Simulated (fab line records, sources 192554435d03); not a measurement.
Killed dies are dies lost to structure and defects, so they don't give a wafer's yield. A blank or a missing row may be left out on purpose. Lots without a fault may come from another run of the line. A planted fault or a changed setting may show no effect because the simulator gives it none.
A struck lot beside a sound one | flow n5_finfet | 36 steps out of a route of 1938
Sound: wafers L431.2, L431.4, L431.5. Struck: wafer L439.6. (L439.1, L439.2 of the same lot were not struck and are left out.) The cause comes at the end.
At each step with rows: each side's tool, then ch and its chambers, then its first start. Under that, the readings that differ: sound wafers | struck wafers | difference of the means | sigmas: that difference in standard deviations of wafers without a fault.
alike: readings whose means differ by less than 2 such deviations, and words and numbers that are the same on both sides. not compared: withheld readings, readings that some wafer has no value for, bounds like >300 that may hide the same value, and numbers for which the record gives no deviation and whose values overlap.
The two part at a step that has a row with sigmas, a row that says differs or no value, or rows on one side only. Numbers that don't overlap but have no deviation are shown without sigmas and don't part them. A reading that every wafer of one side lacks parts them only if that side has two wafers or more.

first, 9 steps without rows for these wafers: N5_WELL_APT_DESCUM_30 (chemistry O2, time 7.9 s); N5_WELL_APT_IMPLANT_31; N5_WELL_APT_IMPLANT_32; N5_WELL_APT_STRIP_33 (strips in SPM, time 900 s); N5_WELL_APT_RTA_34 (time 10 s); N5_WELL_APT_OXIDE_STRIP_42 (strips SiO2 in dHF, time 45 s, target depth 12 nm); N5_WELL_APT_PRECLEAN_36 (cleans in O3/DIW, time 45 s); N5_WELL_APT_PRECLEAN_39 (cleans in dHF, time 60 s); N5_WELL_APT_SRD_37 (time 30 s).
N5_WELL_APT_EPI_41: deposits Si from SiH4/H2, target thk 50 nm, time 297.7 s.
  sound on epi_rpcvd-04 ch 0, day 2 10:25; struck on epi_rpcvd-04 ch 0, day 4 10:08
  reading                                 | sound             | struck | difference | sigmas
  run_length_s (s)                        | 357 356 357       | 305    | -52        | -17
  model.Si_of_WELL_APT_EPI_41.thk_nm (nm) | 50.02 50.31 50.23 | 42.38  | -7.81      |
  alike: throttle_valve_pct
then, 24 steps without rows for these wafers: N5_PMOS_HMC_CHANNEL_EPI_HM_DEP_34 (deposits SiO2 from TEOS/O2, target thk 36 nm, time 6.9 s); N5_PMOS_HMC_CHANNEL_EPI_COAT_31 (time 60 s, resist thk 66 nm); N5_PMOS_HMC_CHANNEL_EPI_COAT_03 (resist thk 205 nm); N5_PMOS_HMC_CHANNEL_EPI_EBR_05; N5_PMOS_HMC_CHANNEL_EPI_SOFTBAKE_04 (time 60 s); N5_PMOS_HMC_CHANNEL_EPI_EXPOSE_06 (exposes mask PMOS HMC BLK, target cd 240 nm); N5_PMOS_HMC_CHANNEL_EPI_PEB_07 (peb time 60 s); N5_PMOS_HMC_CHANNEL_EPI_DEVELOP_08 (develop time 30 s); N5_PMOS_HMC_CHANNEL_EPI_DESCUM_14 (chemistry O2, time 7.9 s); N5_PMOS_HMC_CHANNEL_EPI_ETCH_32 (etches BARC in N2/H2, stops on SiO2, target depth 85.8 nm, time 50.3 s); N5_PMOS_HMC_CHANNEL_EPI_HM_OPEN_15 (chemistry CHF3/O2, target SiO2, target depth 40.6 nm, time 20.3 s); N5_PMOS_HMC_CHANNEL_EPI_STRIP_33 (strips in N2/H2); N5_PMOS_HMC_CHANNEL_EPI_STRIP_17 (strips in SPM, time 750 s); N5_PMOS_HMC_CHANNEL_EPI_ETCH_38 (etches SiO2 in CF4, target depth 1.5 nm); N5_PMOS_HMC_CHANNEL_EPI_FIN_RECESS_16 (chemistry HBr/Cl2, target Si, target depth 54 nm, time 18 s); N5_PMOS_HMC_CHANNEL_EPI_PRECLEAN_36 (cleans in O3/DIW, time 45 s); N5_PMOS_HMC_CHANNEL_EPI_PRECLEAN_18 (cleans in DHF, time 30 s); N5_PMOS_HMC_CHANNEL_EPI_SRD_19 (time 30 s); N5_PMOS_HMC_CHANNEL_EPI_EPI_20 (deposits SiGe30, target thk 59 nm); N5_PMOS_HMC_CHANNEL_EPI_HM_STRIP_35 (strips SiO2 in dHF, material SiO2, target depth 39.6 nm, time 216 s); N5_PMOS_HMC_CHANNEL_EPI_SRD_39 (time 30 s); N5_PMOS_HMC_CHANNEL_EPI_CMP_21 (polishes SiGe30, target thk 54 nm); N5_PMOS_HMC_CHANNEL_EPI_PRECLEAN_40 (cleans in DHF, time 30 s); N5_PMOS_HMC_CHANNEL_EPI_PRECLEAN_37 (cleans in O3/DIW, time 45 s).
N5_SD_EPI_N_STRIP_18: strips in SPM, time 750 s.
  sound on wet_bench-01 ch 4,5,6, day 3 18:43; struck on wet_bench-01 ch 7, day 6 00:05
  reading                                 | sound     | struck | difference | sigmas
  model.Si_of_WELL_APT_EPI_41.thk_nm (nm) | 9.4 9 9.6 | 4.4    | -4.9       |
-- the record jumps here: 6 days lie between the struck wafers' starts before and after (it left off in module SD_EPI_N and takes up again in module BEOL_M4, whose first step shown is number 1111 of the route) --
N5_BEOL_M4_RC_MEAS_101:
  sound on prober-02 ch 0, day 8 21:43; struck on prober-02 ch 0, day 11 20:07
  reading           | sound          | struck | difference | sigmas
  CJ_N              | 4.15 4.21 4.21 | 4.96   | +0.77      | +10
  CJ_P              | 6.06 5.80 5.62 | 5.22   | -0.61      | -3
  ION_N (uA/um)     | 671 679 683    | 652    | -26        | -2
  RS_PWELL (ohm/sq) | 3064 3014 3000 | 3103   | +77        | +4
  alike: DIBL_N, DIBL_P, IOFF_N, IOFF_P, ION_P, SS_N, SS_P, VT_N, VT_P

WHERE THEY PART
First at N5_WELL_APT_EPI_41; last, within this record, at N5_BEOL_M4_RC_MEAS_101.

WHY: what the simulator had put in
Process parameter drift: epi_rpcvd-04, from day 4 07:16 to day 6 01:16, at N5_WELL_APT_EPI_41. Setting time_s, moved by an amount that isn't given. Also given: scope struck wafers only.
